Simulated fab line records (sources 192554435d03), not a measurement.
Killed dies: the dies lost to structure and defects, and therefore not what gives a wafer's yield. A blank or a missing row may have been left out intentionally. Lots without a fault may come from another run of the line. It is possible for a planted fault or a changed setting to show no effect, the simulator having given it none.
Matching of chambers ; flow n5_finfet ; N5_STI_FIN_REVEAL_ALD_00 on ald_sin-03 has 4 sister chambers
The step deposits SiO2, target thk 1 nm, pulse time 1 s. 8 wafers are shown with their chamber, then 11 later ones without.

== WAFERS, EACH WITH ITS CHAMBER ==
wafer;chamber;heater_power_w (W);precursor_pulse_height_rel
L077.4;3;527;0.995
L078.4;3;529;1.022
L083.5;1;439;0.991
L083.6;2;492;0.989
L086.1;0;545;1.004
L086.3;2;483;1.002
L086.5;0;535;0.990
L090.1;1;443;0.998

== WAFERS MISSING THEIR CHAMBER ==
wafer;heater_power_w (W);precursor_pulse_height_rel
L090.3;516;1.024
L090.5;542;0.979
L091.3;493;0.990
L091.5;456;0.993
L091.6;485;1.010
L094.1;434;0.992
L094.5;515;0.987
L094.6;492;1.010
L095.1;524;1.012
L095.4;439;1.004
L095.5;494;1.059

== THE CHAMBER EACH PASSED THROUGH ==
wafer;from the rows above;in truth
L090.3;3;3
L090.5;0;0
L091.3;2;2
L091.5;1;1
L091.6;2;2
L094.1;1;1
L094.5;can't be placed: 3 or 0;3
L094.6;2;2
L095.1;3;3
L095.4;1;1
L095.5;2;2
Placed correctly: 10 of 11. Cannot be placed on the basis of these rows: 1; the candidates contain the true chamber in 1. Number placed wrongly: 0.
How it was worked out, from the rows above alone: a wafer's distance from a chamber is the root of the sum, over the readings, of the square of ((its reading less the chamber's mean) divided by the reading's scatter). The wafer belongs to the nearest chamber; if the next one is less than 2 further off, it can't be placed. The mean given for a chamber averages the wafers shown for that chamber. How the scatter is found: for the shown wafers, subtract from each reading the mean of its chamber, square and add these, divide the total by (wafers less chambers), then take the root.
